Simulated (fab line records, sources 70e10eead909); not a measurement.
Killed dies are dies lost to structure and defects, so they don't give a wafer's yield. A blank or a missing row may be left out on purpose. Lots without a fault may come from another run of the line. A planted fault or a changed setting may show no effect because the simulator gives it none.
fab line records | flow nand_harc
record lots=5 wafers=15 last_day=33
route steps=1302 shown A_CONTACT@1070
lots that met no fault: from a run of the same line without faults
start_h: hours from the record's first day to the start of the lot's first wafer shown | wait_h: hours since the lot's step before | " the same as in the row above | L1.1+2: a row that stands for several wafers | - no value, or no start given | * or withheld: withheld | < > ~ a bound
route shown NAME@n: a module of which the file shows steps, and the number in the route of the first | usual: mean/standard deviation of fault-free wafers | same: alike in all rows | chamber/n: place in a boat | sites: the reading at each site | _std_site: their standard deviation | _edge_site: outer sites' mean less inner sites' | radius_mm: how far each site lies from the wafer's centre | mask NAME#n: copy n | behind: the tool/chamber that last shaped the wafer | hold: why the lot was held/for how many hours/how that ended | device: the transistor (n, p or np) that didn't switch | end of line: the same wafers' tests at the end of the route | a step without rows: its recipe alone | killed: dies lost to structure and defects at the first sort, not the wafer's yield | map: a wafer's dies, x killed, . not, _ none there
set.NAME: the setting as run; set.NAME@STEP: as run at that earlier step | model.NAME: the simulator's own value behind a step, which no gauge read
lots at some steps of the route; a table a step, a row a wafer
services: from which hour (start_h, from the record's first day; less than 0 if before it) a tool's chamber was out of use, for how many hours, and why
## steps
# step NHARC_A_CONTACT_COAT_86
# recipe temp_c=260 time_s=75
# step NHARC_A_CONTACT_COAT_87
# recipe temp_c=225 time_s=65
# step NHARC_A_CONTACT_COAT_02
# recipe spin_rpm=1500 resist_thk_nm=90
# step NHARC_A_CONTACT_SOFTBAKE_03
# recipe temp_c=105 time_s=55
# step NHARC_A_CONTACT_EBR_04
# step NHARC_A_CONTACT_EXPOSE_05
# recipe na=1.35 sigma_outer=0.8 dose_mj=84.24 mask_id=A_CC
# step NHARC_A_CONTACT_PEB_06
# recipe peb_temp_c=100 peb_time_s=65
# step NHARC_A_CONTACT_DEVELOP_07
# recipe develop_time_s=35 dev_temp_c=23
# step NHARC_A_CONTACT_CD_MEAS_08
# recipe target_cd_nm=200 landing_energy_ev=500
# usual cd_nm=200.0/0.64
# columns lot.wafer tool chamber start_h wait_h cd_nm
L250.4 cd_sem-03 0 536.83 - 199.4
L250.5 " 0 " " 200.1
L250.6 " 0 " " 200.3
L249.1 cd_sem-01 0 538.68 - 200.1
L249.4 " 0 " " 199.8
L249.6 " 0 " " 199.8
L252.1 cd_sem-01 0 565.00 - 201.2
L252.2 " 0 " " 199.9
L252.4 " 0 " " 200.4
L262.1 cd_sem-03 0 648.56 - 199.1
L262.2 " 0 " " 200.5
L262.4 " 0 " " 200.0
L269.4 cd_sem-02 0 730.40 - 200.2
L269.5 " 0 " " 199.3
L269.6 " 0 " " 199.8
# step NHARC_A_CONTACT_OVL_MEAS_09
# usual overlay_x_nm=0.3/0.71 overlay_y_nm=0.1/0.67
# columns lot.wafer tool chamber start_h wait_h overlay_x_nm overlay_y_nm
L250.4 overlay-01 - 536.92 - 0.3 0.3
L250.5 " - " " 0.4 -0.2
L250.6 " - " " 0.3 0.0
L249.1 overlay-02 - 538.77 - -0.5 1.0
L249.4 " - " " 0.2 0.7
L249.6 " - " " 0.0 0.9
L252.1 overlay-01 - 565.09 - 0.0 -1.3
L252.2 " - " " -0.2 -0.9
L252.4 " - " " -0.2 -0.3
L262.1 overlay-01 - 648.65 - 2.2 1.0
L262.2 " - " " 1.9 0.6
L262.4 " - " " 2.1 1.1
L269.4 overlay-01 - 730.48 - 0.3 0.8
L269.5 " - " " 0.1 1.0
L269.6 " - " " -0.2 0.3
# step NHARC_A_CONTACT_INSPECT_10
# usual raw_defect_count=83/34
# columns lot.wafer tool chamber start_h wait_h raw_defect_count
L250.4 defect_inspect-02 - 536.95 0.0 140
L250.5 " - " " 132
L250.6 " - " " 151
L249.1 defect_inspect-01 - 538.80 0.0 69
L249.4 " - " " 80
L249.6 " - " " 68
L252.1 defect_inspect-02 - 565.12 0.0 58
L252.2 " - " " 57
L252.4 " - " " 67
L262.1 defect_inspect-01 - 648.69 0.0 92
L262.2 " - " " 94
L262.4 " - " " 107
L269.4 defect_inspect-01 - 730.51 0.0 82
L269.5 " - " " 83
L269.6 " - " " 77
# step NHARC_A_CONTACT_DESCUM_13
# recipe time_s=3 o2_flow_sccm=200 ar_flow_sccm=0 bias_power_w=0 chemistry=O2
# usual chamber_pressure_mTorr=60.01/0.052 drypump_motor_current_A=5.7/0.41 oes_product_au=1.002/0.013 rf_vpp_V=58.0/0.92 showerhead_plenum_p_Torr=1.94/0.12 throttle_valve_pct=11.311/0.01
# columns lot.wafer tool chamber start_h wait_h chamber_pressure_mTorr drypump_motor_current_A oes_product_au rf_hours_counter_h rf_vpp_V showerhead_plenum_p_Torr throttle_valve_pct
L250.4 rie_diel-05 1 537.03 0.1 60.05 6.2 0.994 22 57.5 2.07 11.308
L250.5 " 3 " " 60.02 5.4 1.014 - 57.3 1.87 11.294
L250.6 " 0 " " 59.98 6.0 1.004 - 58.0 2.07 11.309
L249.4 rie_diel-05 2 538.87 0.1 60.07 5.1 1.017 21 57.2 1.78 11.301
L249.1 " 0 " " 60.00 6.0 1.010 24 58.3 2.07 11.291
L249.6 " 3 " " 60.08 5.4 1.020 - 58.3 1.87 11.317
L252.2 rie_diel-04 2 565.19 0.1 60.11 5.6 0.989 5 58.6 2.07 11.299
L252.1 " 1 " " 60.00 5.4 0.983 6 56.4 1.87 11.322
L252.4 " 2 " " 60.00 5.6 0.994 - 58.1 2.07 11.306
L262.2 rie_diel-05 3 648.75 0.1 60.00 5.4 1.009 12 57.8 1.86 11.316
L262.4 " 1 " " 60.05 6.2 0.990 9 60.5 2.06 11.306
L262.1 " 2 " " 59.98 5.1 0.984 11 56.7 1.78 11.321
L269.4 rie_diel-05 3 730.57 0.1 60.02 5.4 1.009 28 56.9 1.85 11.309
L269.6 " 3 " " 59.89 5.4 1.007 - 57.5 1.85 11.323
L269.5 " 0 " " 59.98 6.0 0.996 - 58.6 2.06 11.294
# step NHARC_A_CONTACT_ETCH_88
# recipe target_depth_a=390 over_etch_frac=0.3 time_s=65 ion_energy_ev=80 cf4_flow_sccm=150 ar_flow_sccm=0 rf_w=300 bias_w=100 chemistry=CF4
# usual chamber_pressure_mTorr=50.00/0.045 drypump_motor_current_A=5.7/0.41 oes_product_au=1.000/0.013 rf_vpp_V=151.7/1.5 run_length_s=86.45/0.26 showerhead_plenum_p_Torr=1.80/0.1 throttle_valve_pct=13.283/0.0094
# columns lot.wafer tool chamber start_h wait_h chamber_pressure_mTorr drypump_motor_current_A oes_product_au rf_hours_counter_h rf_vpp_V run_length_s showerhead_plenum_p_Torr throttle_valve_pct
L250.4 rie_diel-05 2 537.11 0.1 49.90 5.1 1.008 20 149.3 86.23 1.66 13.272
L250.6 " 0 " " 50.05 6.0 1.000 - 153.6 86.20 1.90 13.289
L250.5 " 1 " " 49.95 6.2 1.014 - 153.2 86.44 1.90 13.299
L249.4 rie_diel-05 1 538.95 0.1 49.97 6.2 0.996 23 153.1 86.80 1.90 13.283
L249.1 " 0 " " 50.02 6.0 0.996 24 153.2 86.56 1.90 13.286
L249.6 " 2 " " 50.04 5.1 1.010 - 149.4 86.80 1.66 13.280
L252.2 rie_diel-04 1 565.29 0.1 50.08 5.4 0.975 6 152.6 86.95 1.73 13.299
L252.1 " 3 " " 50.05 6.2 1.006 6 151.2 86.36 1.67 13.271
L252.4 " 2 " " 49.97 5.6 0.985 - 152.3 86.40 1.91 13.278
L262.2 rie_diel-05 1 648.83 0.1 50.04 6.2 0.993 9 152.4 86.47 1.90 13.278
L262.4 " 3 " " 49.98 5.4 1.007 12 150.2 86.06 1.72 13.280
L262.1 " 0 " " 50.05 6.0 0.993 11 153.0 86.50 1.90 13.282
L269.4 rie_diel-05 2 730.68 0.1 50.01 5.1 0.999 26 149.8 72.02 1.65 13.294
L269.6 " 3 " " 50.09 5.4 1.012 - 149.8 86.19 1.72 13.259
L269.5 " 0 " " 49.93 6.0 0.989 - 153.7 86.65 1.89 13.289
# step NHARC_A_CONTACT_ETCH_89
# recipe target_depth_a=2600 over_etch_frac=0.3 time_s=475.3 ion_energy_ev=200 n2_flow_sccm=150 h2_flow_sccm=150 ar_flow_sccm=0 rf_w=400 bias_w=150 chemistry=N2/H2
# usual chamber_pressure_mTorr=29.999/0.028 drypump_motor_current_A=5.7/0.41 oes_product_au=1.001/0.012 rf_vpp_V=431/3.8 run_length_s=496.75/0.25 showerhead_plenum_p_Torr=2.07/0.13 throttle_valve_pct=14.172/0.0093
# columns lot.wafer tool chamber start_h wait_h chamber_pressure_mTorr drypump_motor_current_A oes_product_au rf_hours_counter_h rf_vpp_V run_length_s showerhead_plenum_p_Torr throttle_valve_pct
L250.4 rie_diel-05 2 - - 30.080 5.1 1.011 20 426 496.65 1.90 14.172
L250.6 " 2 " " 29.984 5.1 1.000 - 427 496.58 1.90 14.146
L250.5 " 3 " " 29.960 5.4 1.003 - 428 496.40 1.99 14.172
L249.4 rie_diel-05 0 - - 30.043 6.0 0.994 24 435 497.11 2.21 14.166
L249.1 " 2 " " 29.983 5.2 0.996 21 427 496.71 1.90 14.198
L249.6 " 1 " " 30.001 6.2 0.994 - 436 496.83 2.21 14.157
L252.1 rie_diel-04 1 - - 29.988 5.5 0.984 6 429 496.59 2.00 14.162
L252.2 " 3 " " 30.015 6.2 1.019 6 427 497.16 1.92 14.172
L252.4 " 3 " " 29.977 6.2 1.016 - 427 496.67 1.92 14.160
L262.2 rie_diel-05 0 - - 30.000 6.0 0.991 11 435 496.86 2.20 14.155
L262.1 " 1 " " 30.004 6.2 1.006 10 433 496.87 2.20 14.165
L262.4 " 3 " " 30.023 5.4 1.008 12 429 496.97 1.98 14.176
L269.4 rie_diel-05 2 - - 30.038 5.1 0.996 27 427 496.84 1.89 14.169
L269.6 " 3 " " 30.002 5.4 1.006 - 429 497.07 1.97 14.150
L269.5 " 0 " " 30.041 6.0 0.991 - 434 497.12 2.20 14.168
## services
# columns tool chamber start_h hours kind
rie_diel-05 0 515.29 - clean
rie_diel-05 1 515.29 - clean
rie_diel-05 2 515.29 - clean
rie_diel-05 3 515.29 - clean
rie_diel-05 3 527.51 9.3 repair
rie_diel-05 2 531.77 4.5 repair
rie_diel-04 - 534.14 9.0 pm
rie_diel-05 0 539.79 - clean
rie_diel-05 1 539.79 - clean
rie_diel-05 2 539.79 - clean
rie_diel-05 3 539.79 - clean
rie_diel-05 2 551.06 3.3 repair
rie_diel-05 0 551.64 4.9 repair
rie_diel-05 0 564.29 - clean
rie_diel-05 1 564.29 - clean
rie_diel-05 2 564.29 - clean
rie_diel-05 3 564.29 - clean
rie_diel-05 - 584.45 9.0 pm
rie_diel-05 0 584.45 9.0 vent_cycle
rie_diel-05 1 584.45 9.0 vent_cycle
rie_diel-05 2 584.45 9.0 vent_cycle
rie_diel-04 0 672.65 1.5 repair
rie_diel-04 0 690.96 3.1 repair
rie_diel-04 - 714.39 9.0 pm
## key
first_sign step=NHARC_A_CONTACT_ETCH_88 reading=run_length_s direction=down sigmas=56 usual=* struck=*
effect none on later readings
met_at NHARC_A_CONTACT_ETCH_88
struck_wafers L269.4
tester_left_out L269
onset_between 538.95 730.68
fault kind=process_parameter_drift tool=rie_diel-05 chamber=2 onset_h=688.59 steps=NHARC_A_CONTACT_ETCH_88 channel=time_s offset=* shape=step acts_in=* stated=*
# tester_left_out: of these lots the tester's yield and bins aren't shown, on N5 and GAA mostly nor the transistor test; their killed dies are dies lost to structure and defects alone, not to doping, threshold or leakage, so they don't give the yield
